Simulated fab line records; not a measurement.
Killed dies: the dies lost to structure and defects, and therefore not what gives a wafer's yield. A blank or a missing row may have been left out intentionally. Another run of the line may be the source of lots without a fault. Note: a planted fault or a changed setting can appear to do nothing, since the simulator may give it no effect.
Struck lot and sound lot, side by side | flow nand-harc | 14 steps out of a route of 1302
Sound: these wafers, L192.2, L192.4, L192.6. Struck: wafers L201.3, L201.5. (L201.1 of the same lot was not struck and is left out.) The cause comes at the end.
Order at every step that has rows: each side's tool, ch and its chambers, its first start. Under that, the readings that differ: sound wafers | struck wafers | difference of the means | sigmas: that difference in standard deviations of wafers without a fault.
alike: a reading whose means differ by less than 2 such deviations, as well as words and numbers matching on both sides. not compared: withheld readings; readings where some wafer has no value; bounds like >300 that might hide an equal value; numbers whose values overlap and for which the record gives no deviation.
The two part at a step that has a row with sigmas, a row that says differs or no value, or rows on one side only. Non-overlapping numbers with no deviation appear without sigmas and do not part them. Lack of a reading on every wafer of one side parts them only where that side has two or more wafers.

first, 5 steps without rows for these wafers: NHARC_P_GATE_SOFTBAKE_21 (time 55 s); NHARC_P_GATE_EBR_22; NHARC_P_GATE_EXPOSE_23 (exposes mask P GATE, target cd 120 nm); NHARC_P_GATE_PEB_24 (peb time 65 s); NHARC_P_GATE_DEVELOP_25 (develop time 35 s).
NHARC_P_GATE_CD_MEAS_26 targets a cd of 120 nm.
  sound on cd-sem-02 ch 0, day 6 08:19; struck on cd-sem-03 ch 0, day 10 05:13
  alike: cd-nm
NHARC_P_GATE_OVL_MEAS_27:
  sound on overlay-01, day 6 08:25; struck on overlay-01, day 10 05:18
  alike: overlay-x-nm, overlay-y-nm
NHARC_P_GATE_INSPECT_28:
  sound on defect-inspect-01, day 6 08:27; struck on defect-inspect-01, day 10 05:20
  alike: raw-defect-count
NHARC_P_GATE_DESCUM_31: chemistry O2, time 3 s.
  sound on rie-diel-11 ch 0,1,3, day 6 08:31; struck on rie-diel-11 ch 0,3, day 10 05:25
  alike: drypump-motor-current-A, oes-product-au, rf-vpp-V, showerhead-plenum-p-Torr, throttle-valve-pct
  not compared: rf-hours-counter-h
NHARC_P_GATE_ETCH_104: etches the open film in CF4/CHF3, target depth 60 nm.
  sound on rie-diel-11 ch 0,1,3, day 6 08:36; struck on rie-diel-11 ch 1,3, day 10 05:29
  alike: bias-w, drypump-motor-current-A, oes-product-au, rf-vpp-V, showerhead-plenum-p-Torr, throttle-valve-pct
NHARC_P_GATE_HM_OPEN_105: chemistry O2/COS, target depth 360 nm.
  sound: rie-diel-11 ch 0,2,3; struck: rie-diel-11 ch 1,2
  alike: bias-w, drypump-motor-current-A, oes-product-au, rf-vpp-V, showerhead-plenum-p-Torr, throttle-valve-pct
  not compared: rf-hours-counter-h
then, 1 step without rows for these wafers: NHARC_P_GATE_STRIP_106 (strips in O2/COS).
NHARC_P_GATE_ETCH_114: etches the open film in CF4/O2, target depth 30 nm, overetch 3 nm, time 16.5 s.
  sound on rie-diel-11 ch 0,1, day 6 08:00; struck on rie-diel-11 ch 0, day 10 05:00
  reading               | sound             | struck      | difference | sigmas
  oes-product-au (a.u.) | 1.004 0.985 0.995 | 0.918 0.918 | -0.077     | -10
  alike: bias-w, drypump-motor-current-A, oes_f_703_au, oes_o_777_au, rf-vpp-V, showerhead-plenum-p-Torr, throttle-valve-pct
  not compared: rf-hours-counter-h
NHARC_P_GATE_ETCH_32: etches the open film in HBr/Cl2, target depth 150 nm, time 100.1 s.
  sound on rie-si-06 ch 0,2,3, day 6 08:58; struck on rie-si-05 ch 0,3, day 10 05:52
  alike: bias-w, drypump-motor-current-A, oes-product-au, throttle-valve-pct
  not compared: rf-hours-counter-h

WHERE THEY PART
At NHARC_P_GATE_ETCH_114 and nowhere else, as far as this record goes. Later steps at which nothing parts them and some readings are alike: NHARC_P_GATE_ETCH_32.

WHY: what the simulator had put in
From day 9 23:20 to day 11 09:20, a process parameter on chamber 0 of rie-diel-11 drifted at NHARC_P_GATE_ETCH_114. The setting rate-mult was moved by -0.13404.
